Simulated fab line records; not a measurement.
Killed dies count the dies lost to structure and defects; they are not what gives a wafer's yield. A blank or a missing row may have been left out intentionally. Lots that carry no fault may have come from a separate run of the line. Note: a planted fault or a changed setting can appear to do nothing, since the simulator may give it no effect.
Which tool is to blame? ; flow nand harc ; Sampling: 22 lots, 66 wafers, 6 of 1159 route steps

== WHAT THE GAUGES SHOWED, per wafer ==
NHARC_A_CONTACT_CD_MEAS_08: target cd 100 nm.
lot;measured;on;cd nm (nm)
L074;day 17 12:48;cd sem-02;100.5 100.8 100.2
L075;day 17 14:04;cd sem-02;100.0 99.7 100.5
L077;day 17 17:02;cd sem-03;100.4 99.7 100.4
L076;day 17 17:11;cd sem-01;100.8 101.3 101.1
L078;day 18 04:36;cd sem-03;100.0 100.4 100.7
L081;day 18 17:19;cd sem-01;100.2 100.5 100.0
L080;day 18 18:44;cd sem-01;100.2 100.3 100.2
L079;day 19 00:32;cd sem-03;99.2 99.9 99.6
L083;day 19 05:51;cd sem-03;99.9 100.6 99.7
L082;day 19 07:08;cd sem-01;99.9 99.6 100.1
L084;day 19 18:01;cd sem-02;99.8 99.2 98.8
L085;day 19 21:38;cd sem-03;99.5 100.1 100.8
L088;day 19 23:26;cd sem-02;99.5 100.5 100.2
L087;day 20 08:17;cd sem-01;99.5 99.8 99.4
L086;day 20 09:19;cd sem-01;100.3 100.3 99.8
L090;day 21 07:41;cd sem-01;100.2 99.6 99.5
L089;day 21 08:04;cd sem-02;101.0 100.7 100.4
L091;day 21 18:47;cd sem-03;100.4 100.5 100.5
L092;day 22 02:38;cd sem-02;101.0 100.6 99.9
L096;day 22 11:02;cd sem-02;99.1 99.5 99.0
L097;day 22 12:16;cd sem-02;99.8 99.6 99.7
L095;day 22 16:19;cd sem-02;100.0 100.3 100.0

NHARC_A_CONTACT_OVL_MEAS_09.
lot;measured;on;overlay x nm (nm);overlay y nm (nm)
L074;day 17 12:53;overlay-02;1.1 0.9 0.9;0.7 1.6 1.7
L075;day 17 14:08;overlay-02;0.8 1.7 0.2;0.0 -0.8 -0.3
L077;day 17 17:07;overlay-02;-0.5 0.5 0.6;1.7 1.3 1.9
L076;day 17 17:16;overlay-02;-1.4 -1.5 -1.2;0.0 -0.6 -0.7
L078;day 18 04:41;overlay-01;1.7 1.7 1.5;1.3 1.4 1.1
L081;day 18 17:25;overlay-01;0.4 0.6 0.1;0.1 0.2 0.6
L080;day 18 18:50;overlay-01;0.1 0.6 0.5;-0.4 -0.9 -0.5
L079;day 19 00:37;overlay-01;-1.1 -1.5 -1.0;-0.7 -0.8 -1.2
L083;day 19 05:56;overlay-01;0.5 0.2 0.6;0.5 0.3 0.6
L082;day 19 07:13;overlay-01;1.6 2.2 1.1;0.0 -0.5 -0.4
L084;day 19 18:07;overlay-02;-0.3 -0.8 -0.6;-0.6 -0.6 -0.3
L085;day 19 21:43;overlay-02;0.8 0.6 0.9;0.8 1.2 0.5
L088;day 19 23:31;overlay-01;0.2 0.2 0.6;-1.4 -2.0 -2.0
L087;day 20 08:23;overlay-01;0.8 0.6 1.2;1.0 0.8 0.5
L086;day 20 09:25;overlay-02;0.6 0.2 0.7;-0.3 -0.2 -0.4
L090;day 21 07:47;overlay-01;1.7 1.6 2.4;0.8 1.3 1.4
L089;day 21 08:09;overlay-01;0.6 0.6 0.8;-0.3 0.2 -0.3
L091;day 21 18:52;overlay-02;1.2 1.0 1.4;0.2 -0.1 -0.6
L092;day 22 02:43;overlay-01;-0.1 0.1 0.2;0.1 -1.0 -1.3
L096;day 22 11:07;overlay-02;-0.9 -0.9 -0.7;-0.3 -0.4 -0.9
L097;day 22 12:22;overlay-01;0.7 0.3 0.3;-0.2 -0.5 -0.4
L095;day 22 16:24;overlay-01;-1.5 -1.5 -0.4;1.0 1.3 1.2

NHARC_A_M0_INSPECT_27.
lot;measured;on;raw defect count
L074;day 18 06:47;defect inspect-01;547 298 388
L075;day 18 06:48;defect inspect-02;285 363 560
L077;day 18 07:53;defect inspect-01;306 314 324
L076;day 18 10:42;defect inspect-01;412 358 352
L078;day 18 20:53;defect inspect-01;549 601 486
L081;day 19 07:35;defect inspect-02;282 357 283
L080;day 19 08:07;defect inspect-01;374 412 468
L079;day 19 19:35;defect inspect-02;322 472 421
L083;day 20 00:06;defect inspect-02;397 342 306
L082;day 20 00:44;defect inspect-01;348 406 313
L084;day 20 06:22;defect inspect-02;298 278 389
L085;day 20 11:14;defect inspect-01;440 566 362
L088;day 20 15:11;defect inspect-02;591 485 416
L087;day 21 10:56;defect inspect-01;573 347 375
L086;day 21 11:27;defect inspect-01;438 491 347
L090;day 22 03:04;defect inspect-02;308 466 483
L089;day 22 03:43;defect inspect-01;626 415 556
L091;day 22 07:48;defect inspect-02;438 333 399
L092;day 22 23:11;defect inspect-01;388 449 314
L096;day 23 10:08;defect inspect-02;427 373 442
L097;day 23 10:45;defect inspect-01;481 509 507
L095;day 23 11:04;defect inspect-02;393 617 338

== WHAT TOOL EACH LOT RAN ON (gives the tool, then ch and the chambers of the sampled wafers, and finally the start) ==
lot;NHARC_A_CONTACT_DESCUM_13;NHARC_A_CONTACT_ETCH_110;NHARC_A_BLC_STRIP_29
L074;rie diel-02 ch 2,3, day 17 13:01;rie diel-04 ch 1,2, day 17 15:41;rie diel-11 ch 2,3, day 17 22:41
L075;rie diel-02 ch 0,1,2, day 17 14:16;rie diel-04 ch 0,1,2, day 17 17:12;rie diel-11 ch 0,1,2, day 18 00:00
L077;rie diel-02 ch 1,2,3, day 17 17:13;rie diel-05 ch 0,1,2, day 17 20:11;rie diel-11 ch 0,1,3, day 18 02:30
L076;rie diel-02 ch 1,2,3, day 17 17:22;rie diel-02 ch 0,1,3, day 17 20:27;rie diel-12 ch 0,2,3, day 18 03:16
L078;rie diel-04 ch 0,1,3, day 18 04:47;rie diel-05 ch 0,2,3, day 18 07:41;rie diel-11 ch 0,2,3, day 18 14:31
L081;rie diel-05 ch 0,1,3, day 18 17:33;rie diel-04 ch 0,3, day 18 20:10;rie diel-11 ch 0,3, day 19 00:04
L080;rie diel-05 ch 0,1,3, day 18 18:59;rie diel-05 ch 0,3, day 18 21:39;rie diel-11 ch 0,1,3, day 19 01:25
L079;rie diel-04 ch 1,2,3, day 19 00:43;rie diel-05 ch 1,2,3, day 19 03:19;rie diel-11 ch 0,1,2, day 19 09:12
L083;rie diel-04 ch 0,1,2, day 19 06:02;rie diel-05 ch 0,1,3, day 19 08:56;rie diel-12 ch 0,2,3, day 19 18:40
L082;rie diel-05 ch 0,3, day 19 07:19;rie diel-04 ch 1,3, day 19 10:20;rie diel-11 ch 1,2,3, day 19 18:38
L084;rie diel-02 ch 0,1,3, day 19 18:13;rie diel-05 ch 1,2,3, day 19 21:01;rie diel-01 ch 1,2,3, day 20 00:50
L085;rie diel-05 ch 2,3, day 19 21:50;rie diel-05 ch 0,2,3, day 20 00:43;rie diel-01 ch 0,1, day 20 04:35
L088;rie diel-04 ch 0,1,2, day 19 23:38;rie diel-02 ch 0,2,3, day 20 02:22;rie diel-11 ch 0,1, day 20 09:40
L087;rie diel-04 ch 0,2,3, day 20 08:31;rie diel-02 ch 0,3, day 20 11:42;rie diel-01 ch 0,1,2, day 20 22:51
L086;rie diel-04 ch 0,1,2, day 20 09:32;rie diel-02 ch 2,3, day 20 12:19;rie diel-01 ch 0,1,2, day 20 23:38
L090;rie diel-02 ch 0,1, day 21 08:00;rie diel-05 ch 0,3, day 21 10:41;rie diel-11 ch 0,3, day 21 19:36
L089;rie diel-04 ch 1,2,3, day 21 08:15;rie diel-04 ch 0,1,3, day 21 10:53;rie diel-11 ch 0,1,2, day 21 20:25
L091;rie diel-02 ch 0,1,2, day 21 19:00;rie diel-02 ch 1,2,3, day 21 21:49;rie diel-01 ch 1,2, day 22 02:28
L092;rie diel-04 ch 0,2,3, day 22 02:49;rie diel-05 ch 0,2,3, day 22 05:57;rie diel-01 ch 0,1,3, day 22 12:35
L096;rie diel-02 ch 0,2,3, day 22 11:14;rie diel-04 ch 0,3, day 22 14:16;rie diel-11 ch 1,3, day 23 02:06
L097;rie diel-04 ch 1,2,3, day 22 12:28;rie diel-04 ch 0,1,3, day 22 15:04;rie diel-11 ch 0,1,2, day 23 02:16
L095;rie diel-04 ch 0,1, day 22 16:31;rie diel-02 ch 0,1,2, day 22 19:29;rie diel-11 ch 0,3, day 23 03:13
- NHARC_A_CONTACT_DESCUM_13: chemistry O2, time 3 s.
- NHARC_A_CONTACT_ETCH_110: etches the open film in CF4/O2, target depth 50 nm, overetch 5 nm, time 27.5 s.
- NHARC_A_BLC_STRIP_29: strips in CF4.

== WHAT THE TOOLS THEMSELVES READ (means of the sampled wafers that have a number; where no wafer has one, the mark that the record gives instead) ==
NHARC_A_CONTACT_DESCUM_13.
lot;tool;chamber pressure mTorr (mTorr);drypump motor current A (A);mfc ar sccm (sccm);oes product au (a.u.);rf vpp V (V);showerhead plenum p Torr (Torr);throttle valve pct (%)
L074;rie diel-02;60.03;6.0;0.003;1.001;57.1;1.81;11.321
L075;rie diel-02;59.99;5.8;0.011;1.003;57.4;1.81;11.312
L077;rie diel-02;60.01;6.0;0.003;0.993;57.2;1.81;11.320
L076;rie diel-02;59.99;6.0;0.003;0.995;57.6;1.81;11.315
L078;rie diel-04;60.03;5.5;0.012;1.007;56.9;1.85;11.314
L081;rie diel-05;60.01;6.1;0.019;1.008;57.2;1.91;11.316
L080;rie diel-05;59.98;6.1;0.019;1.005;57.2;1.91;11.311
L079;rie diel-04;59.90;5.1;0.004;1.009;56.2;1.87;11.299
L083;rie diel-04;59.95;5.6;0.008;1.005;58.0;1.92;11.314
L082;rie diel-05;59.96;6.1;0.013;1.002;58.6;1.92;11.314
L084;rie diel-02;60.01;6.1;0.007;1.010;57.0;1.77;11.313
L085;rie diel-05;60.00;6.3;0.001;0.998;58.0;1.96;11.317
L088;rie diel-04;60.03;5.6;0.008;1.005;57.8;1.91;11.314
L087;rie diel-04;59.99;5.5;0.012;1.000;57.6;1.90;11.304
L086;rie diel-04;60.03;5.6;0.008;1.002;58.3;1.91;11.311
L090;rie diel-02;60.02;5.9;0.015;1.003;57.5;1.77;11.310
L089;rie diel-04;60.02;5.1;0.004;1.003;57.4;1.87;11.306
L091;rie diel-02;59.98;5.8;0.011;1.003;56.9;1.80;11.307
L092;rie diel-04;59.97;5.5;0.012;1.007;57.5;1.90;11.319
L096;rie diel-02;60.00;5.8;0.011;1.009;58.7;2.01;11.305
L097;rie diel-04;59.99;5.1;0.004;0.999;57.8;1.86;11.319
L095;rie diel-04;59.95;6.0;0.015;0.988;57.5;1.88;11.322

NHARC_A_CONTACT_ETCH_110.
lot;tool;chamber pressure mTorr (mTorr);drypump motor current A (A);mfc ar sccm (sccm);oes_ar_750_au (a.u.);oes product au (a.u.);rf vpp V (V);showerhead plenum p Torr (Torr);throttle valve pct (%)
L074;rie diel-04;29.997;5.3;0.000;1.002;1.004;196.4;1.31;13.401
L075;rie diel-04;30.007;5.7;0.008;0.998;1.007;197.7;1.33;13.396
L077;rie diel-05;29.990;5.9;0.018;1.000;1.002;197.7;1.36;13.399
L076;rie diel-02;29.991;6.1;0.007;1.003;1.008;195.4;1.24;13.403
L078;rie diel-05;30.000;6.2;0.007;0.997;1.005;198.5;1.35;13.396
L081;rie diel-04;29.994;5.4;0.016;1.007;0.999;196.6;1.28;13.397
L080;rie diel-05;29.996;6.1;0.013;0.999;1.005;198.7;1.34;13.391
L079;rie diel-05;30.007;6.2;0.013;0.998;1.006;197.6;1.34;13.394
L083;rie diel-05;30.031;6.1;0.019;1.004;1.005;197.3;1.33;13.396
L082;rie diel-04;30.004;5.0;0.008;1.001;1.000;195.9;1.26;13.395
L084;rie diel-05;30.024;6.2;0.013;0.999;1.003;197.0;1.34;13.396
L085;rie diel-05;30.003;6.2;0.007;0.998;1.003;198.0;1.35;13.399
L088;rie diel-02;29.996;5.8;0.011;0.997;1.007;196.6;1.26;13.398
L087;rie diel-02;29.999;5.9;0.015;1.001;1.006;196.3;1.24;13.395
L086;rie diel-02;30.014;5.7;0.007;1.005;1.007;195.7;1.28;13.394
L090;rie diel-05;29.993;6.1;0.013;1.004;1.001;196.9;1.33;13.393
L089;rie diel-04;30.024;5.5;0.012;0.998;0.999;196.5;1.29;13.398
L091;rie diel-02;29.994;6.0;0.003;1.000;0.999;196.2;1.25;13.396
L092;rie diel-05;29.986;6.2;0.007;1.002;1.006;198.2;1.35;13.392
L096;rie diel-04;30.028;5.9;0.019;0.998;0.995;198.2;1.31;13.400
L097;rie diel-04;29.978;5.5;0.012;0.999;1.006;196.1;1.28;13.391
L095;rie diel-02;30.002;5.7;0.011;0.998;1.001;198.9;1.40;13.402

NHARC_A_BLC_STRIP_29.
lot;tool;chamber pressure mTorr (mTorr);drypump motor current A (A);mfc ar sccm (sccm);oes product au (a.u.);rf vpp V (V);showerhead plenum p Torr (Torr);throttle valve pct (%)
L074;rie diel-11;50.02;5.8;0.000;1.007;59.9;1.82;13.290
L075;rie diel-11;49.99;6.3;0.010;0.991;59.8;1.78;13.285
L077;rie diel-11;49.96;6.1;0.010;0.999;58.7;1.74;13.285
L076;rie diel-12;49.97;5.7;0.010;0.997;59.8;1.83;13.291
L078;rie diel-11;50.01;5.9;0.000;0.994;59.4;1.76;13.286
L081;rie diel-11;49.98;6.0;0.000;0.999;59.3;1.71;13.278
L080;rie diel-11;50.00;6.1;0.010;0.998;58.9;1.74;13.284
L079;rie diel-11;50.05;6.3;0.010;1.007;59.8;1.78;13.282
L083;rie diel-12;50.03;5.7;0.010;0.995;58.9;1.82;13.281
L082;rie diel-11;50.01;6.0;0.010;1.000;59.3;1.79;13.287
L084;rie diel-01;50.02;5.8;0.007;1.000;60.0;1.84;13.286
L085;rie diel-01;50.02;6.3;0.007;0.989;60.3;1.82;13.287
L088;rie diel-11;49.99;6.5;0.020;1.005;60.0;1.75;13.285
L087;rie diel-01;50.01;5.7;0.007;1.006;59.0;1.84;13.277
L086;rie diel-01;50.00;5.7;0.007;1.007;59.2;1.84;13.278
L090;rie diel-11;50.01;5.7;0.001;1.000;58.7;1.71;13.278
L089;rie diel-11;50.03;6.3;0.010;0.995;59.3;1.78;13.277
L091;rie diel-01;50.02;5.6;0.015;1.003;59.5;1.85;13.282
L092;rie diel-01;49.99;6.3;0.007;1.002;59.5;1.82;13.292
L096;rie diel-11;50.02;5.8;0.011;1.006;59.2;1.74;13.286
L097;rie diel-11;49.98;6.3;0.010;0.993;59.9;1.78;13.282
L095;rie diel-11;49.98;5.7;0.001;0.995;59.2;1.71;13.287

== THE ANSWER, worked out from the rows above alone ==
Rule: the usual values come from the lots themselves. The widest of any qualifying gaps counts: lots, ordered by their means at a reading, are off when they make up no more than a third of the lots, leave a main group of 4 or more, and stand apart from it by 3 or more times the standard deviation of that group's means. Not used: any main group whose means are identical at the precision the tables above print for the reading. Also off: a lot with no number at a reading for which 4 or more lots have one. Any other lot the step has rows for is counted as sound. After the gauges, taken in route order, come the tools' own readings; for these a lot's mean is taken, as printed above. At the first step where some lot is off, the reading lying furthest off is the one used; lots without a number count as furthest.
Across all readings shown, no lot is off: no conclusion can be drawn from this.

== WHAT THE SIMULATOR HAD PUT IN ==
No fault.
